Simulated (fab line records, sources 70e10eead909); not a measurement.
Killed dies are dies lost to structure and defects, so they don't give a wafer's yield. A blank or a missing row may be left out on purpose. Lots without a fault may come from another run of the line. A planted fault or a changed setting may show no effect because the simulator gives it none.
A struck lot beside a sound one | flow nand_harc | 14 steps out of a route of 1302
Sound: wafers L250.2, L250.3, L250.5. Struck: wafer L266.4. (L266.1, L266.6 of the same lot were not struck and are left out.) The cause comes at the end.
At each step with rows: each side's tool, then ch and its chambers, then its first start. Under that, the readings that differ: sound wafers | struck wafers | difference of the means | sigmas: that difference in standard deviations of wafers without a fault.
alike: readings whose means differ by less than 2 such deviations, and words and numbers that are the same on both sides. not compared: withheld readings, readings that some wafer has no value for, bounds like >300 that may hide the same value, and numbers for which the record gives no deviation and whose values overlap.
The two part at a step that has a row with sigmas, a row that says differs or no value, or rows on one side only. Numbers that don't overlap but have no deviation are shown without sigmas and don't part them. A reading that every wafer of one side lacks parts them only if that side has two wafers or more.

first, 7 steps without rows for these wafers: NHARC_P_BONDPAD_COAT_36 (time 65 s); NHARC_P_BONDPAD_COAT_03 (resist thk 600 nm); NHARC_P_BONDPAD_SOFTBAKE_04 (time 70 s); NHARC_P_BONDPAD_EBR_05; NHARC_P_BONDPAD_EXPOSE_06 (exposes mask P BPAD); NHARC_P_BONDPAD_PEB_07 (peb time 80 s); NHARC_P_BONDPAD_DEVELOP_08 (time 50 s).
NHARC_P_BONDPAD_CD_MEAS_09: target cd 500 nm.
  sound on cd_sem-02 ch 0, day 7 09:49; struck on cd_sem-01 ch 0, day 13 22:22
  alike: cd_nm
NHARC_P_BONDPAD_OVL_MEAS_38:
  sound on overlay-01, day 7 09:55; struck on overlay-02, day 13 22:27
  reading           | sound | struck | difference | sigmas
  overlay_x_nm (nm) | 9 9 9 | -7     | -16        | -2
  alike: overlay_y_nm
then, 1 step without rows for these wafers: NHARC_P_BONDPAD_HARDBAKE_10 (time 65 s).
NHARC_P_BONDPAD_DESCUM_11: chemistry O2, time 3 s.
  sound on rie_diel-03 ch 0,2,3, day 7 10:02; struck on rie_diel-03 ch 0, day 13 22:36
  reading                        | sound             | struck | difference | sigmas
  chamber_pressure_mTorr (mTorr) | 59.97 59.91 60.03 | 60.06  | +0.09      | +2
  alike: drypump_motor_current_A, oes_product_au, rf_vpp_V, showerhead_plenum_p_Torr, throttle_valve_pct
  not compared: rf_hours_counter_h
NHARC_P_BONDPAD_ETCH_37: etches the open film in N2/H2, target depth 60 nm, overetch 18 nm, time 65.91 s.
  sound on rie_diel-03 ch 0,1,2, day 7 10:08; struck on rie_diel-03 ch 3, day 13 22:42
  reading                         | sound                | struck | difference | sigmas
  showerhead_plenum_p_Torr (Torr) | 1.99 2.03 1.94       | 2.20   | +0.21      | +2
  throttle_valve_pct (%)          | 14.169 14.163 14.175 | 14.188 | +0.019     | +2
  alike: chamber_pressure_mTorr, drypump_motor_current_A, n2_flow_sccm, oes_product_au, rf_vpp_V, run_length_s
  not compared: rf_hours_counter_h
NHARC_P_BONDPAD_ETCH_12: etches the open film in CHF3/O2, target depth 200 nm, time 100 s.
  sound on rie_diel-03 ch 0,1,2, day 7 10:13; struck on rie_diel-03 ch 0, day 13 22:47
  reading          | sound             | struck | difference | sigmas
  run_length_s (s) | 121.0 121.4 121.1 | 115.0  | -6.2       | -15
  alike: chamber_pressure_mTorr, drypump_motor_current_A, oes_product_au, rf_vpp_V, showerhead_plenum_p_Torr, throttle_valve_pct
  not compared: rf_hours_counter_h
NHARC_P_BONDPAD_CD_MEAS_13:
  sound on cd_sem-02, day 7 10:21; struck on cd_sem-03, day 13 22:56
  alike: cd_nm

WHERE THEY PART
First at NHARC_P_BONDPAD_OVL_MEAS_38; last, within this record, at NHARC_P_BONDPAD_ETCH_12. Later steps at which nothing parts them and some readings are alike: NHARC_P_BONDPAD_CD_MEAS_13.

WHY: what the simulator had put in
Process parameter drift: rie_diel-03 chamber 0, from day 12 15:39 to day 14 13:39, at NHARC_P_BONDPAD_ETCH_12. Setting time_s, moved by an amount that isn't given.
